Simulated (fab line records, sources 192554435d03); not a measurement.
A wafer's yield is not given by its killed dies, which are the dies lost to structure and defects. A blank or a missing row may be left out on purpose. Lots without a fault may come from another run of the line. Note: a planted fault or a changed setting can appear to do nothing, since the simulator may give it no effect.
Lot-split experiment || flow n5Finfet || 39 wafers read from 7 lots, route of 1938 steps

THE SPLIT ITSELF
At N5_GATE_CUT_DESCUM_18 (chemistry O2, time 7 s), the setting timeS was moved away from the recipe's 7 s on 12 of the 39 wafers read, by -38.6% to +32.7%. All remaining wafers had this setting at the recipe value.

BETWEEN THE SPLIT AND THE READING: the file shows 1 step in between
- N5_GATE_CUT_ETCH_28: etches underlayer in N2/H2, target depth 13 nm, time 10.4 s

THE READING
CAR-EUV_of_GATE_CUT_COAT_07.thkNm (the simulator's own value, which no gauge read), in nm, at N5_GATE_CUT_ETCH_36 (etches SiARC in CF4, target depth 13 nm, time 21.7 s). No usual value for it is given in the file. Average 7.0 nm, standard deviation 0.1 nm, over the 27 wafers here run with the recipe.

{"wafer": "L074.1", "tool, chamber at the split": "rieDiel-01, 1,3,3", "timeS as run, s": 8.86, "against the recipe": "+26.6%", "CAR-EUV_of_GATE_CUT_COAT_07.thkNm, nm": 6.2, "against lot-mates on the recipe": -0.8}
{"wafer": "L074.2", "tool, chamber at the split": "rieDiel-01, 1,3,3", "timeS as run, s": 8.86, "against the recipe": "+26.6%", "CAR-EUV_of_GATE_CUT_COAT_07.thkNm, nm": 6.2, "against lot-mates on the recipe": -0.8}
{"wafer": "L074.5", "tool, chamber at the split": "rieDiel-01, 1,3,3", "timeS as run, s": 8.86, "against the recipe": "+26.6%", "CAR-EUV_of_GATE_CUT_COAT_07.thkNm, nm": 6.2, "against lot-mates on the recipe": -0.8}
{"wafer": "L074.3", "tool, chamber at the split": "rieDiel-01, 2", "timeS as run, s": 7, "against the recipe": "recipe", "CAR-EUV_of_GATE_CUT_COAT_07.thkNm, nm": 7, "against lot-mates on the recipe": "-"}
{"wafer": "L074.4", "tool, chamber at the split": "rieDiel-01, 2,1", "timeS as run, s": 7, "against the recipe": "recipe", "CAR-EUV_of_GATE_CUT_COAT_07.thkNm, nm": 7, "against lot-mates on the recipe": "-"}
{"wafer": "L074.6", "tool, chamber at the split": "rieDiel-01, 2,1", "timeS as run, s": 7, "against the recipe": "recipe", "CAR-EUV_of_GATE_CUT_COAT_07.thkNm, nm": 7, "against lot-mates on the recipe": "-"}
{"wafer": "L075.3", "tool, chamber at the split": "rieDiel-04, 0", "timeS as run, s": 7, "against the recipe": "recipe", "CAR-EUV_of_GATE_CUT_COAT_07.thkNm, nm": 7, "against lot-mates on the recipe": "-"}
{"wafer": "L075.4", "tool, chamber at the split": "rieDiel-04, 1", "timeS as run, s": 7, "against the recipe": "recipe", "CAR-EUV_of_GATE_CUT_COAT_07.thkNm, nm": 7, "against lot-mates on the recipe": "-"}
{"wafer": "L075.5", "tool, chamber at the split": "rieDiel-04, 0", "timeS as run, s": 7, "against the recipe": "recipe", "CAR-EUV_of_GATE_CUT_COAT_07.thkNm, nm": 7, "against lot-mates on the recipe": "-"}
{"wafer": "L078.1", "tool, chamber at the split": "rieDiel-01, 0,3,2,1,3", "timeS as run, s": 7, "against the recipe": "recipe", "CAR-EUV_of_GATE_CUT_COAT_07.thkNm, nm": 6.8, "against lot-mates on the recipe": "-"}
{"wafer": "L078.3", "tool, chamber at the split": "rieDiel-01, 0,3,2,1,3", "timeS as run, s": 7, "against the recipe": "recipe", "CAR-EUV_of_GATE_CUT_COAT_07.thkNm, nm": 6.8, "against lot-mates on the recipe": "-"}
{"wafer": "L078.6", "tool, chamber at the split": "rieDiel-01, 2", "timeS as run, s": 7, "against the recipe": "recipe", "CAR-EUV_of_GATE_CUT_COAT_07.thkNm, nm": 6.8, "against lot-mates on the recipe": "-"}
{"wafer": "L078.2", "tool, chamber at the split": "rieDiel-01, 0,3,2,1,3", "timeS as run, s": 7, "against the recipe": "recipe", "CAR-EUV_of_GATE_CUT_COAT_07.thkNm, nm": 7, "against lot-mates on the recipe": "-"}
{"wafer": "L078.4", "tool, chamber at the split": "rieDiel-01, 0,3,2,1,3", "timeS as run, s": 7, "against the recipe": "recipe", "CAR-EUV_of_GATE_CUT_COAT_07.thkNm, nm": 7, "against lot-mates on the recipe": "-"}
{"wafer": "L078.5", "tool, chamber at the split": "rieDiel-01, 0,3,2,1,3", "timeS as run, s": 7, "against the recipe": "recipe", "CAR-EUV_of_GATE_CUT_COAT_07.thkNm, nm": 7, "against lot-mates on the recipe": "-"}
{"wafer": "L080.1", "tool, chamber at the split": "rieDiel-04, 2", "timeS as run, s": 7, "against the recipe": "recipe", "CAR-EUV_of_GATE_CUT_COAT_07.thkNm, nm": 7, "against lot-mates on the recipe": "-"}
{"wafer": "L080.2", "tool, chamber at the split": "rieDiel-04, 1,0,3,2", "timeS as run, s": 7, "against the recipe": "recipe", "CAR-EUV_of_GATE_CUT_COAT_07.thkNm, nm": 7, "against lot-mates on the recipe": "-"}
{"wafer": "L080.3", "tool, chamber at the split": "rieDiel-04, 1,0,3,2", "timeS as run, s": 7, "against the recipe": "recipe", "CAR-EUV_of_GATE_CUT_COAT_07.thkNm, nm": 7, "against lot-mates on the recipe": "-"}
{"wafer": "L080.6", "tool, chamber at the split": "rieDiel-04, 1,0,3,2", "timeS as run, s": 7, "against the recipe": "recipe", "CAR-EUV_of_GATE_CUT_COAT_07.thkNm, nm": 7, "against lot-mates on the recipe": "-"}
{"wafer": "L080.4", "tool, chamber at the split": "rieDiel-04, 3", "timeS as run, s": 7, "against the recipe": "recipe", "CAR-EUV_of_GATE_CUT_COAT_07.thkNm, nm": 7.2, "against lot-mates on the recipe": "-"}
{"wafer": "L080.5", "tool, chamber at the split": "rieDiel-04, 1,0,3,2", "timeS as run, s": 7, "against the recipe": "recipe", "CAR-EUV_of_GATE_CUT_COAT_07.thkNm, nm": 7.2, "against lot-mates on the recipe": "-"}
{"wafer": "L085.1", "tool, chamber at the split": "rieDiel-05, 3,0,3", "timeS as run, s": 9.292, "against the recipe": "+32.7%", "CAR-EUV_of_GATE_CUT_COAT_07.thkNm, nm": 5.8, "against lot-mates on the recipe": -1.3}
{"wafer": "L085.4", "tool, chamber at the split": "rieDiel-05, 3,0,3", "timeS as run, s": 9.292, "against the recipe": "+32.7%", "CAR-EUV_of_GATE_CUT_COAT_07.thkNm, nm": 5.8, "against lot-mates on the recipe": -1.3}
{"wafer": "L085.6", "tool, chamber at the split": "rieDiel-05, 3,0,3", "timeS as run, s": 9.292, "against the recipe": "+32.7%", "CAR-EUV_of_GATE_CUT_COAT_07.thkNm, nm": 5.8, "against lot-mates on the recipe": -1.3}
{"wafer": "L085.2", "tool, chamber at the split": "rieDiel-05, 1,2,2", "timeS as run, s": 7, "against the recipe": "recipe", "CAR-EUV_of_GATE_CUT_COAT_07.thkNm, nm": 7, "against lot-mates on the recipe": "-"}
{"wafer": "L085.5", "tool, chamber at the split": "rieDiel-05, 1,2,2", "timeS as run, s": 7, "against the recipe": "recipe", "CAR-EUV_of_GATE_CUT_COAT_07.thkNm, nm": 7, "against lot-mates on the recipe": "-"}
{"wafer": "L085.3", "tool, chamber at the split": "rieDiel-05, 1,2,2", "timeS as run, s": 7, "against the recipe": "recipe", "CAR-EUV_of_GATE_CUT_COAT_07.thkNm, nm": 7.2, "against lot-mates on the recipe": "-"}
{"wafer": "L093.1", "tool, chamber at the split": "rieDiel-04, 3,0", "timeS as run, s": 8.304, "against the recipe": "+18.6%", "CAR-EUV_of_GATE_CUT_COAT_07.thkNm, nm": 6.6, "against lot-mates on the recipe": -0.4}
{"wafer": "L093.2", "tool, chamber at the split": "rieDiel-04, 1,2", "timeS as run, s": 7, "against the recipe": "recipe", "CAR-EUV_of_GATE_CUT_COAT_07.thkNm, nm": 7, "against lot-mates on the recipe": "-"}
{"wafer": "L093.3", "tool, chamber at the split": "rieDiel-04, 1,2", "timeS as run, s": 7, "against the recipe": "recipe", "CAR-EUV_of_GATE_CUT_COAT_07.thkNm, nm": 7, "against lot-mates on the recipe": "-"}
{"wafer": "L093.5", "tool, chamber at the split": "rieDiel-04, 0", "timeS as run, s": 7, "against the recipe": "recipe", "CAR-EUV_of_GATE_CUT_COAT_07.thkNm, nm": 7, "against lot-mates on the recipe": "-"}
{"wafer": "L093.4", "tool, chamber at the split": "rieDiel-04, 3,0", "timeS as run, s": 8.304, "against the recipe": "+18.6%", "CAR-EUV_of_GATE_CUT_COAT_07.thkNm, nm": 6.4, "against lot-mates on the recipe": -0.6}
{"wafer": "L093.6", "tool, chamber at the split": "rieDiel-04, 1", "timeS as run, s": 8.304, "against the recipe": "+18.6%", "CAR-EUV_of_GATE_CUT_COAT_07.thkNm, nm": 6.4, "against lot-mates on the recipe": -0.6}
{"wafer": "L092.1", "tool, chamber at the split": "rieDiel-01, 1,0,2", "timeS as run, s": 7, "against the recipe": "recipe", "CAR-EUV_of_GATE_CUT_COAT_07.thkNm, nm": 7, "against lot-mates on the recipe": "-"}
{"wafer": "L092.6", "tool, chamber at the split": "rieDiel-01, 1,0,2", "timeS as run, s": 7, "against the recipe": "recipe", "CAR-EUV_of_GATE_CUT_COAT_07.thkNm, nm": 7, "against lot-mates on the recipe": "-"}
{"wafer": "L092.2", "tool, chamber at the split": "rieDiel-01, 1,0,2", "timeS as run, s": 7, "against the recipe": "recipe", "CAR-EUV_of_GATE_CUT_COAT_07.thkNm, nm": 6.8, "against lot-mates on the recipe": "-"}
{"wafer": "L092.3", "tool, chamber at the split": "rieDiel-01, 2,3,1", "timeS as run, s": 4.295, "against the recipe": "-38.6%", "CAR-EUV_of_GATE_CUT_COAT_07.thkNm, nm": 8.4, "against lot-mates on the recipe": "+1.5"}
{"wafer": "L092.4", "tool, chamber at the split": "rieDiel-01, 2,3,1", "timeS as run, s": 4.295, "against the recipe": "-38.6%", "CAR-EUV_of_GATE_CUT_COAT_07.thkNm, nm": 8.4, "against lot-mates on the recipe": "+1.5"}
{"wafer": "L092.5", "tool, chamber at the split": "rieDiel-01, 2,3,1", "timeS as run, s": 4.295, "against the recipe": "-38.6%", "CAR-EUV_of_GATE_CUT_COAT_07.thkNm, nm": 8.6, "against lot-mates on the recipe": "+1.7"}
If several chambers appear in one row, that row covers several wafers at once and the file leaves open which wafer was in which chamber.

FIT RESULTS
A straight line over all 39 wafers: CAR-EUV_of_GATE_CUT_COAT_07.thkNm changes by -0.0354 nm for each +1% of timeS; r = -0.98; the points scatter about the line by 0.11 nm.
The same after taking each lot's own level away (the mean of its wafers on the recipe; 39 wafers): -0.0368 nm for each +1%; r = -0.99; scatter 0.1 nm.
The reading moves by 1.4 nm for the largest change in timeS, on that fit.
Across the lots, their own levels run from 6.90 to 7.07 nm, a range of 1.6 times the standard deviation given above.
Consequently the slope shifts little with the lot-to-lot level, the two slopes agreeing.
Check: +1.45 nm against its lot-mates is what the line predicts for one of the wafers moved furthest among these (-38.6%) when that wafer is left out of the fit. It came out at +1.47 nm against them.

THESE WAFERS: OTHER SPLITS
Note: prior to the reading, these wafers also went through further splits. Each is held against what the fit with the lots' levels taken away leaves over:
{"other split on the same wafers": "N5_PMOS_HMC_CHANNEL_EPI_HM_DEP_34 targetThkA", "wafers away from the commonest value": 12, "r with CAR-EUV_of_GATE_CUT_COAT_07.thkNm (lot level and that fit taken away)": -0.10}
{"other split on the same wafers": "N5_FIN_SAQP_MANDREL_ETCH_22 targetDepthA", "wafers away from the commonest value": 18, "r with CAR-EUV_of_GATE_CUT_COAT_07.thkNm (lot level and that fit taken away)": "+0.19"}

THE WHOLE CHAIN: every reading that the file lists as answering this split, in the file's order
{"step": "N5_GATE_CUT_DESCUM_18", "what it does": "chemistry O2, time 7 s", "reading": "CAR-EUV_of_GATE_CUT_COAT_07.thkNm (the simulator's own value, which no gauge read)", "change (the file's fit)": "-0.0354 nm for each +1% of the setting", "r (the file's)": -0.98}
{"step": "N5_GATE_CUT_ETCH_36", "what it does": "etches SiARC in CF4, target depth 13 nm, time 21.7 s", "reading": "CAR-EUV_of_GATE_CUT_COAT_07.thkNm (the simulator's own value, which no gauge read)", "change (the file's fit)": "-0.0365 nm for each +1% of the setting", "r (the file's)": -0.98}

FILE'S OWN FIT
CAR-EUV_of_GATE_CUT_COAT_07.thkNm changes by -0.0365 nm for each +1% of timeS, r = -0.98.
